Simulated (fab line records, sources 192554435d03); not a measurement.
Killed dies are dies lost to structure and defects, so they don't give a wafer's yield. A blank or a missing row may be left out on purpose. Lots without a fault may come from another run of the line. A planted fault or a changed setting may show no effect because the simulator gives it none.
Chamber matching | flow n5_finfet | N5_BEOL_M8_DESCUM_16 on rie_diel-04: 4 sister chambers
The step chemistry O2, time 7.9 s. 4 wafers are shown with their chamber, then 7 later ones without.

WAFERS WITH THEIR CHAMBER
wafer  | chamber | drypump_motor_current_A (A)
L287.1 | 1       | 6.5
L287.4 | 3       | 5.8
L288.4 | 2       | 5.4
L288.5 | 0       | 5.1

WAFERS WITHOUT THEIR CHAMBER
wafer  | drypump_motor_current_A (A)
L288.6 | 5.9
L291.1 | 5.1
L291.3 | 5.4
L291.5 | 5.8
L290.1 | 5.4
L290.2 | 5.1
L290.3 | 5.9

WHICH CHAMBER EACH WENT THROUGH
wafer  | from the rows above | in truth
L288.6 | 3                   | 3
L291.1 | 0                   | 0
L291.3 | 2                   | 2
L291.5 | 3                   | 3
L290.1 | 2                   | 2
L290.2 | 0                   | 0
L290.3 | 3                   | 3
Placed correctly: 7 of 7. Can't be placed from these rows: 0. Placed wrongly: 0.
How it was worked out, from the rows above alone: a wafer's distance from a chamber is the root of the sum, over the readings, of the square of ((its reading less the chamber's mean) divided by the reading's scatter). The wafer belongs to the nearest chamber; if the next one is less than 2 further off, it can't be placed. A chamber's mean is the mean of its shown wafers. The scatter: with one shown wafer a chamber, the root of the mean of the squares of how far each hidden wafer lies from its nearest shown one.
